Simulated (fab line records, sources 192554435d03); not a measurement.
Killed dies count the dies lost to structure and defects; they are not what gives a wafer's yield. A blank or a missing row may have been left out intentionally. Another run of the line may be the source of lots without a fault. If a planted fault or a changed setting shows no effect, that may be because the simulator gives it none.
fab line records	flow n5_finfet
[record] lots = 10	wafers = 29	last_day = 17
route steps=1938 shown BEOL_M10@1490 PASSIVATION@1936
lots that met no fault: taken from a fault-free run of the same line
start_h: the number of hours between the record's first day and the start of the first shown wafer of the lot	wait_h: hours since the lot's step before	" as in the row above	L1.1+2: a row that stands for several wafers	- no value present, or no start provided	* or withheld: withheld	< > ~ a bound
route shown NAME@n: NAME is a module with steps in the file, n the number in the route of the first one	usual: mean/standard deviation taken from wafers without a fault	same: alike in all rows	chamber/n: place in a boat	sites: per-site readings	_std_site: the values' standard deviation	_edge_site: the outer-site mean with the inner-site mean subtracted	radius_mm: for every site, how far away it sits from the centre of the wafer	mask NAME#n: copy n	behind: the most recent tool/chamber to have shaped the wafer	hold: why the lot was held/for how many hours/how that ended	device: names the non-switching transistor (n, p or np)	end of line: the route-end tests of the same wafers	a step with no rows: only its recipe	killed: at the first sort, the dies lost to defects and structure; wafer yield is something else	map: the dies of a wafer, with x for killed, . for not killed, _ for no die there
set.NAME: the setting that was run; set.NAME@STEP: the one run at that earlier step	model.NAME: the simulator's own value behind a step, which no gauge read
a sample of lots followed through the steps of the route, with each step as a table and each wafer as a row
services: the hour from which a tool's chamber was out of use, counted from the record's first day as start_h (under 0 if before that day), plus the number of hours and why
[[steps]]
[step N5_BEOL_M10_STRIP_67]
[recipe] chemistry = CF4	resist = SiARC	power_w = 300	bias_power_w = 75	pressure_mtorr = 50	cf4_flow_sccm = 150	rf_frequency_hz = 6e+07
[usual] bias_power_w = 75.01/0.21	drypump_motor_current_A = 5.7/0.34	oes_product_au = 0.79/0.082	rf_vpp_V = 270.9/1.3	showerhead_plenum_p_Torr = 1.79/0.049	throttle_valve_pct = 13.56/0.19
lot.wafer	tool	chamber	start_h	wait_h	bias_power_w	drypump_motor_current_A	oes_product_au	rf_hours_counter_h	rf_vpp_V	showerhead_plenum_p_Torr	throttle_valve_pct
L472.2	rie_diel-05	1	228.68	0.0	75.19	5.6	0.74	209	272.8	1.83	13.69
L472.5	"	3	"	"	75.01	6.5	0.96	-	273.4	1.90	13.29
L473.3	rie_diel-03	0	233.60	0.0	75.23	5.9	0.74	201	272.9	1.87	13.59
L473.5	"	2	"	"	75.06	5.0	0.73	-	272.5	1.79	13.58
L473.6	"	3	"	"	74.72	5.6	0.78	-	269.5	1.73	13.31
L477.2	rie_diel-03	3	259.13	0.0	74.89	5.7	0.77	144	269.3	1.73	13.33
L477.3	"	2	"	"	75.36	5.0	0.73	207	270.5	1.79	13.59
L477.4	"	1	"	"	74.83	5.7	0.81	90	271.9	1.80	13.39
L478.2	rie_diel-03	3	259.76	0.0	75.15	5.7	0.77	144	269.6	1.73	13.33
L478.4	"	1	"	"	74.86	5.7	0.81	90	271.9	1.80	13.41
L478.6	"	2	"	"	75.26	5.0	0.72	-	271.6	1.79	13.59
L483.1	rie_diel-01	1	295.55	0.0	74.82	5.8	0.68	247	270.4	1.78	13.53
L483.2	"	2	"	"	74.81	5.7	0.86	31	269.9	1.76	13.59
L483.6	"	0	"	"	75.08	5.9	0.84	-	270.9	1.75	13.41
L486.1	rie_diel-03	3	317.84	0.0	75.09	5.7	0.75	165	270.5	1.72	13.37
L486.2	"	1	"	"	74.78	5.7	0.79	111	271.1	1.79	13.47
L486.3	"	2	"	"	75.18	5.0	0.72	228	269.9	1.78	13.66
L490.2	rie_diel-01	2	322.14	0.0	74.68	5.7	0.85	45	270.1	1.75	13.64
L490.3	"	3	"	"	74.81	5.6	0.93	10	270.0	1.77	13.48
L490.4	"	0	"	"	75.42	5.9	0.83	-	269.6	1.74	13.44
L489.2	rie_diel-01	0	322.64	0.0	75.12	5.9	0.83	71	268.5	1.74	13.43
L489.3	"	2	"	"	75.15	5.7	0.85	45	270.5	1.75	13.63
L489.6	"	2	"	"	75.29	5.7	0.85	-	269.6	1.75	13.64
L494.1	rie_diel-03	3	351.18	0.0	74.91	5.6	0.75	178	268.8	1.72	13.41
L494.3	"	0	"	"	74.98	5.9	0.71	243	271.1	1.86	13.70
L494.4	"	2	"	"	75.01	5.0	0.71	241	269.7	1.78	13.66
L495.2	rie_diel-03	3	359.23	0.0	75.35	5.7	0.74	181	270.6	1.72	13.41
L495.4	"	0	"	"	75.17	5.9	0.70	246	271.1	1.86	13.68
L495.5	"	3	"	"	74.85	5.7	0.74	-	268.8	1.72	13.43
[step N5_BEOL_M10_CD_MEAS_18]
[recipe] pitch_nm = 140	target_cd_nm = 70
[usual] cd_nm = 69.4/0.52
lot.wafer	tool	chamber	start_h	wait_h	cd_nm
L472.2	cd_sem-03	-	229.09	0.1	69.4
L472.5	"	-	"	"	69.4
L473.3	cd_sem-02	-	233.86	0.1	68.9
L473.5	"	-	"	"	68.5
L473.6	"	-	"	"	69.4
L477.2	cd_sem-03	-	259.43	0.1	69.5
L477.3	"	-	"	"	68.1
L477.4	"	-	"	"	69.4
L478.2	cd_sem-03	-	259.99	0.1	69.4
L478.4	"	-	"	"	69.4
L478.6	"	-	"	"	69.8
L483.1	cd_sem-02	-	295.77	0.0	68.8
L483.2	"	-	"	"	69.6
L483.6	"	-	"	"	69.3
L486.1	cd_sem-03	-	318.22	0.0	70.3
L486.2	"	-	"	"	68.4
L486.3	"	-	"	"	69.6
L490.2	cd_sem-01	-	322.40	0.1	70.0
L490.3	"	-	"	"	69.2
L490.4	"	-	"	"	69.6
L489.2	cd_sem-02	-	322.87	0.1	69.8
L489.3	"	-	"	"	69.3
L489.6	"	-	"	"	70.0
L494.1	cd_sem-01	-	351.41	0.0	68.8
L494.3	"	-	"	"	69.6
L494.4	"	-	"	"	69.0
L495.2	cd_sem-03	-	359.46	0.1	69.5
L495.4	"	-	"	"	69.1
L495.5	"	-	"	"	70.0
[step N5_BEOL_M10_ETCH_65]
[recipe] chemistry = CF4	target = SiARC	target_depth_a = 390	mask_material = CAR-ArF	time_s = 65	ion_energy_ev = 80	pressure_mtorr = 40	source_w = 545	bias_w = 36	Ar_flow_sccm = 100	cf4_flow_sccm = 100	ends = cleared
[usual] bias_w = 36.00/0.11	drypump_motor_current_A = 5.7/0.31	etch_rf_on_time_s = 64.9/1.9	oes_product_au = 0.67/0.076	rf_vpp_V = 183.8/1.1	showerhead_plenum_p_Torr = 2.13/0.058	throttle_valve_pct = 15.56/0.19
lot.wafer	tool	chamber	start_h	wait_h	bias_w	drypump_motor_current_A	etch_rf_on_time_s	oes_product_au	rf_hours_counter_h	rf_vpp_V	showerhead_plenum_p_Torr	throttle_valve_pct
L472.2	rie_diel-01	2	232.05	0.0	35.99	5.7	62.0	0.82	6	184.3	2.10	15.58
L472.5	"	2	"	"	35.88	5.7	62.5	0.81	-	184.0	2.10	15.59
L473.3	rie_diel-03	3	235.25	0.0	35.93	5.6	62.5	0.67	136	184.2	2.06	15.27
L473.5	"	0	"	"	36.09	5.9	66.7	0.62	-	184.3	2.22	15.58
L473.6	"	3	"	"	35.95	5.7	62.7	0.68	-	184.8	2.06	15.27
L477.2	rie_diel-01	0	261.54	0.0	36.06	5.9	65.1	0.74	42	183.9	2.09	15.45
L477.3	"	2	"	"	36.00	5.7	62.4	0.79	16	183.6	2.09	15.61
L477.4	"	3	"	"	36.09	5.5	65.2	0.58	246	184.0	2.12	16.05
L478.2	rie_diel-01	3	262.40	0.0	36.00	5.6	64.2	0.58	246	183.1	2.12	16.04
L478.4	"	2	"	"	35.99	5.7	61.5	0.79	17	182.6	2.09	15.61
L478.6	"	0	"	"	35.88	5.9	64.7	0.73	-	183.0	2.09	15.45
L483.1	rie_diel-01	2	296.23	0.0	35.94	5.7	62.1	0.77	31	183.7	2.09	15.65
L483.2	"	1	"	"	36.04	5.8	65.6	0.58	247	182.6	2.12	15.48
L483.6	"	1	"	"	36.01	5.8	65.8	0.58	-	182.6	2.12	15.49
L486.1	rie_diel-03	2	320.75	0.0	36.09	5.0	66.5	0.59	230	185.1	2.12	15.63
L486.2	"	0	"	"	35.98	5.9	67.3	0.59	231	184.0	2.21	15.64
L486.3	"	3	"	"	36.23	5.6	63.4	0.65	166	183.0	2.05	15.33
L490.2	rie_diel-03	2	322.97	0.0	35.90	5.0	67.2	0.59	231	183.3	2.12	15.62
L490.3	"	0	"	"	36.10	5.9	67.6	0.60	232	185.3	2.21	15.63
L490.4	"	1	"	"	36.26	5.6	66.1	0.66	114	182.9	2.14	15.47
L489.2	rie_diel-01	2	324.54	0.0	36.07	5.7	61.5	0.75	46	181.6	2.08	15.67
L489.3	"	0	"	"	36.01	5.9	64.6	0.70	72	183.0	2.08	15.51
L489.6	"	3	"	"	35.91	5.6	60.8	0.82	-	183.6	2.12	15.59
L494.1	rie_diel-03	3	353.78	0.0	35.80	5.7	63.0	0.64	178	183.1	2.04	15.37
L494.3	"	0	"	"	35.93	5.9	67.1	0.60	243	183.5	2.21	15.66
L494.4	"	2	"	"	36.07	5.0	66.3	0.59	241	184.0	2.12	15.64
L495.2	rie_diel-01	1	362.81	0.0	35.93	5.8	65.2	0.81	4	184.4	2.11	15.03
L495.4	"	0	"	"	36.17	5.9	65.2	0.68	89	182.7	2.08	15.55
L495.5	"	1	"	"	35.77	5.8	64.8	0.82	-	183.0	2.11	15.03
[step N5_BEOL_M10_VIA_ETCH_34]
[recipe] chemistry = C4F6/O2	target = SiCOH_lowk	target_depth_a = 1845	mask_material = SOC	taper_deg = 4	time_s = 69.2	ion_energy_ev = 250	pressure_mtorr = 30	source_w = 345	bias_w = 185	Ar_flow_sccm = 300	C4F6_flow_sccm = 10	O2_flow_sccm = 10
[usual] bias_w = 184.9/0.46	drypump_motor_current_A = 5.7/0.31	oes_product_au = 0.78/0.087	rf_vpp_V = 663/15	showerhead_plenum_p_Torr = 2.83/0.081	throttle_valve_pct = 20.81/0.23
lot.wafer	tool	chamber	start_h	wait_h	bias_w	drypump_motor_current_A	oes_product_au	rf_hours_counter_h	rf_vpp_V	showerhead_plenum_p_Torr	throttle_valve_pct
L472.2	rie_diel-01	2	232.23	0.0	185.4	5.7	0.94	6	653	2.78	20.91
L472.5	"	2	"	"	184.8	5.7	0.94	-	654	2.78	20.91
L473.3	rie_diel-03	3	235.42	0.0	184.5	5.7	0.78	136	641	2.72	20.40
L473.5	"	0	"	"	184.5	5.9	0.72	-	677	2.94	20.77
L473.6	"	3	"	"	185.0	5.7	0.78	-	639	2.72	20.41
L477.2	rie_diel-01	0	261.72	0.0	184.4	5.9	0.87	42	654	2.79	20.83
L477.3	"	2	"	"	185.0	5.7	0.92	16	655	2.78	20.91
L477.4	"	3	"	"	185.6	5.5	0.68	246	647	2.83	21.34
L478.2	rie_diel-01	3	262.58	0.0	183.8	5.6	0.68	246	645	2.83	21.35
L478.4	"	2	"	"	184.7	5.7	0.91	17	653	2.78	20.92
L478.6	"	0	"	"	184.3	5.9	0.87	-	654	2.79	20.84
L483.1	rie_diel-01	2	296.41	0.0	185.4	5.7	0.89	31	652	2.77	20.95
L483.2	"	1	"	"	185.7	5.8	0.67	247	672	2.80	20.63
L483.6	"	1	"	"	184.9	5.7	0.68	-	673	2.80	20.61
L486.1	rie_diel-03	2	320.93	0.0	184.9	5.0	0.70	230	666	2.81	20.79
L486.2	"	0	"	"	185.2	5.9	0.71	231	677	2.93	20.81
L486.3	"	3	"	"	184.4	5.7	0.76	167	639	2.71	20.47
L490.2	rie_diel-03	2	323.15	0.0	184.7	5.0	0.70	231	667	2.81	20.81
L490.3	"	0	"	"	185.0	5.9	0.70	232	677	2.93	20.80
L490.4	"	1	"	"	185.3	5.7	0.79	114	675	2.84	20.73
L489.2	rie_diel-01	2	324.71	0.0	202.8	5.7	0.87	46	700	2.76	20.95
L489.3	"	0	"	"	202.6	5.9	0.84	72	700	2.78	20.90
L489.6	"	3	"	"	202.6	5.6	0.96	-	695	2.82	21.04
L494.1	rie_diel-03	3	353.95	0.0	184.8	5.7	0.75	178	641	2.70	20.47
L494.3	"	0	"	"	185.1	5.9	0.70	244	677	2.92	20.83
L494.4	"	2	"	"	185.4	5.0	0.69	241	664	2.81	20.83
L495.2	rie_diel-01	1	362.98	0.0	201.8	5.8	0.97	4	722	2.79	20.29
L495.4	"	0	"	"	201.5	5.9	0.82	89	701	2.77	20.93
L495.5	"	1	"	"	202.5	5.8	0.98	-	722	2.79	20.30
[step N5_PASSIVATION_PROBE_49]
[usual] defect_limited_yield = 90.9/1.6	killed_at_M0_to_M3 = 34/11	killed_at_M4_up = 14/5.7	killed_at_contacts = 13/6.5	killed_at_front_end = 43/11	killed_at_other = 4/3.1	killed_dies = 107/19	killed_open = 71/14	killed_short = 35/7.9	sort_bin_5_function = 5.3/1.1	sort_bin_6_memory = 3.4/0.74	sort_bin_8_speed = 0.00/0.014	sort_n_pass = 1073/19
[same] gross_dies = 1180	killed_at_back_side = 0	sort_bin_4_leakage[%] = 0
lot.wafer	tool	chamber	start_h	wait_h	defect_limited_yield[%]	killed_at_M0_to_M3	killed_at_M4_up	killed_at_contacts	killed_at_front_end	killed_at_other	killed_dies	killed_open	killed_short	sort_bin_5_function[%]	sort_bin_6_memory[%]	sort_bin_8_speed[%]	sort_n_pass
L473.3	prober-02	-	292.12	0.1	90.1	38	17	9	51	2	117	71	45	6.2	3.4	0	1063
L473.5	prober-02	-	292.22	0.2	91.2	48	13	6	29	8	104	62	42	4.7	3.8	0	1076
L473.6	prober-02	-	292.27	0.3	92.2	37	11	6	36	2	92	67	24	4.7	3.0	0	1088
L477.2	prober-02	-	312.28	0.1	92.3	44	7	17	21	2	91	59	31	4.2	3.4	0	1089
L477.3	prober-02	-	312.33	0.1	92.2	27	6	19	39	1	92	55	36	4.8	2.4	0	1088
L477.4	prober-02	-	312.38	0.2	90.3	44	11	22	35	2	114	71	41	4.9	4.3	0	1066
L486.1	prober-01	-	370.13	0.0	94.5	22	6	4	31	2	65	40	23	3.3	2.0	0	1115
L486.2	prober-01	-	370.18	0.1	91.5	31	14	6	40	9	100	63	37	5.2	3.0	0	1080
L486.3	prober-01	-	370.23	0.1	92.4	23	10	9	45	3	90	46	44	3.6	3.6	0	1090
L489.2	prober-01	-	374.82	0.1	93.2	10	9	10	49	2	80	54	25	3.9	2.7	0	1100
L489.3	prober-01	-	374.87	0.1	90.4	22	9	20	52	10	113	84	29	4.9	4.6	0	1067
L489.6	prober-01	-	375.02	0.3	91.3	22	19	9	45	8	103	74	29	5.3	3.2	0	1077
// killed by level:class
L473.3 FIN_SAQP:geometric_particle:short=20 FIN_SAQP:geometric_particle:open=13 BEOL_M0_SAQP:geometric_particle:short=12 BEOL_M0_SAQP:geometric_particle:open=10 MOL_CONTACT_COAG:geometric_particle:open=7 DUMMY_GATE:geometric_particle:open=6 BEOL_M1:geometric_particle:open=6 STI_FIN_REVEAL:geometric_particle:open=5
L473.5 BEOL_M0_SAQP:geometric_particle:open=17 BEOL_M0_SAQP:geometric_particle:short=13 BEOL_M1:geometric_particle:open=9 MOL_CONTACT_COAG:geometric_particle:open=6 GATE_CUT:geometric_particle:short=5 BEOL_M4:geometric_particle:open=5 FIN_SAQP:geometric_particle:open=4 GATE_CUT:geometric_particle:open=4
L473.6 FIN_SAQP:geometric_particle:open=13 BEOL_M0_SAQP:geometric_particle:short=11 BEOL_M0_SAQP:geometric_particle:open=11 MOL_CONTACT_COAG:geometric_particle:open=5 BEOL_M2:geometric_particle:open=5 STARTING-WAFER:geometric_particle:open=5 FIN_SAQP:geometric_particle:short=4 BEOL_M1:geometric_particle:open=4
L477.2 MOL_CONTACT_COAG:geometric_particle:open=12 BEOL_M1:geometric_particle:short=9 BEOL_M0_SAQP:geometric_particle:open=9 BEOL_M3:geometric_particle:open=9 BEOL_M0_SAQP:geometric_particle:short=7 STARTING-WAFER:geometric_particle:open=6 MOL_CONTACT_COAG:geometric_particle:short=5 BEOL_M2:geometric_particle:open=5
L477.3 MOL_CONTACT_COAG:geometric_particle:open=16 BEOL_M0_SAQP:geometric_particle:short=13 STI_FIN_REVEAL:geometric_particle:open=9 BEOL_M0_SAQP:geometric_particle:open=8 FIN_SAQP:geometric_particle:open=7 GATE_CUT:geometric_particle:short=6 FIN_SAQP:geometric_particle:short=4 BEOL_M4:geometric_particle:open=4
L477.4 MOL_CONTACT_COAG:geometric_particle:open=18 BEOL_M0_SAQP:geometric_particle:open=17 BEOL_M0_SAQP:geometric_particle:short=12 STI_FIN_REVEAL:geometric_particle:open=9 FIN_SAQP:geometric_particle:short=6 FIN_SAQP:geometric_particle:open=4 BEOL_M1:geometric_particle:short=4 BEOL_M5:geometric_particle:open=4
L486.1 BEOL_M3:geometric_particle:open=6 GATE_CUT:geometric_particle:open=5 BEOL_M0_SAQP:geometric_particle:short=5 STI_FIN_REVEAL:geometric_particle:open=4 DUMMY_GATE:geometric_particle:open=4 GATE_CUT:geometric_particle:short=4 MOL_CONTACT_COAG:geometric_particle:open=3 BEOL_M1:geometric_particle:open=3
L486.2 BEOL_M3:geometric_particle:open=8 BEOL_M0_SAQP:geometric_particle:short=6 FIN_SAQP:geometric_particle:open=5 STI_FIN_REVEAL:geometric_particle:open=5 DUMMY_GATE:geometric_particle:open=5 GATE_CUT:geometric_particle:short=5 BEOL_M2:geometric_particle:open=5 MOL_CONTACT_COAG:geometric_particle:open=4
L486.3 FIN_SAQP:geometric_particle:short=9 GATE_CUT:geometric_particle:short=8 STARTING-WAFER:geometric_particle:short=8 MOL_CONTACT_COAG:geometric_particle:open=6 BEOL_M3:geometric_particle:short=5 BEOL_M3:geometric_particle:open=5 BEOL_M4:geometric_particle:open=5 FIN_SAQP:geometric_particle:open=4
L489.2 STI_FIN_REVEAL:geometric_particle:open=10 MOL_CONTACT_COAG:geometric_particle:open=9 FIN_SAQP:geometric_particle:short=6 GATE_CUT:geometric_particle:open=6 BEOL_M4:geometric_particle:open=6 STARTING-WAFER:geometric_particle:open=5 ILD0:geometric_particle:open=4 FIN_SAQP:geometric_particle:open=3
L489.3 MOL_CONTACT_COAG:geometric_particle:open=16 STI_FIN_REVEAL:geometric_particle:open=13 FIN_SAQP:geometric_particle:open=12 FIN_SAQP:geometric_particle:short=10 BEOL_M3:geometric_particle:open=8 DUMMY_GATE:geometric_particle:open=6 BEOL_M2:geometric_particle:open=5 BEOL_M4:geometric_particle:open=5
L489.6 BEOL_M4:geometric_particle:open=10 FIN_SAQP:geometric_particle:short=9 STI_FIN_REVEAL:geometric_particle:open=8 MOL_CONTACT_COAG:geometric_particle:open=8 BEOL_M3:geometric_particle:open=8 BEOL_M0:geometric_particle:open=5 FIN_SAQP:geometric_particle:open=4 DUMMY_GATE:geometric_particle:open=4
[[services]]
tool	chamber	start_h	hours	kind
rie_diel-01	0	243.88	4.7	repair
rie_diel-01	-	251.62	1.0	repair
rie_diel-01	3	271.09	-	clean
rie_diel-01	3	271.09	-	consumable_replace:focus_ring
rie_diel-01	3	271.09	30.4	scheduled_down
rie_diel-01	3	271.09	30.4	vent_cycle
rie_diel-05	2	283.91	-	clean
rie_diel-05	2	283.91	-	consumable_replace:focus_ring
rie_diel-05	2	283.91	21.9	scheduled_down
rie_diel-05	2	283.91	21.9	vent_cycle
rie_diel-03	-	296.94	2.7	repair
rie_diel-03	-	300.72	0.3	repair
rie_diel-01	1	309.69	18.4	repair
rie_diel-05	1	326.19	19.6	repair
rie_diel-05	0	349.32	-	clean
rie_diel-05	0	349.32	-	consumable_replace:focus_ring
rie_diel-05	0	349.32	15.9	scheduled_down
rie_diel-05	0	349.32	15.9	vent_cycle
rie_diel-05	1	362.00	2.8	repair
[[key]]
[first_sign] step = N5_BEOL_M10_VIA_ETCH_34	reading = bias_w	direction = up	sigmas = 38	usual = *	struck = *
[effect] step = N5_BEOL_M10_VIA_ETCH_34	reading = rf_vpp_V	direction = up	sigmas = 2.9	usual = 663	struck = 707
met_at N5_BEOL_M10_VIA_ETCH_34
struck_lots L489,L495
not_acting_at N5_BEOL_M10_STRIP_67,N5_BEOL_M10_CD_MEAS_18,N5_BEOL_M10_ETCH_65
onset_between 296.41 324.71
[fault] kind = process_parameter_drift	tool = rie_diel-01	chamber = -	onset_h = 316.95	steps = N5_BEOL_M10_VIA_ETCH_34	channel = bias_w	offset = *	shape = step	end_h = 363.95	acts_in = *	stated = *
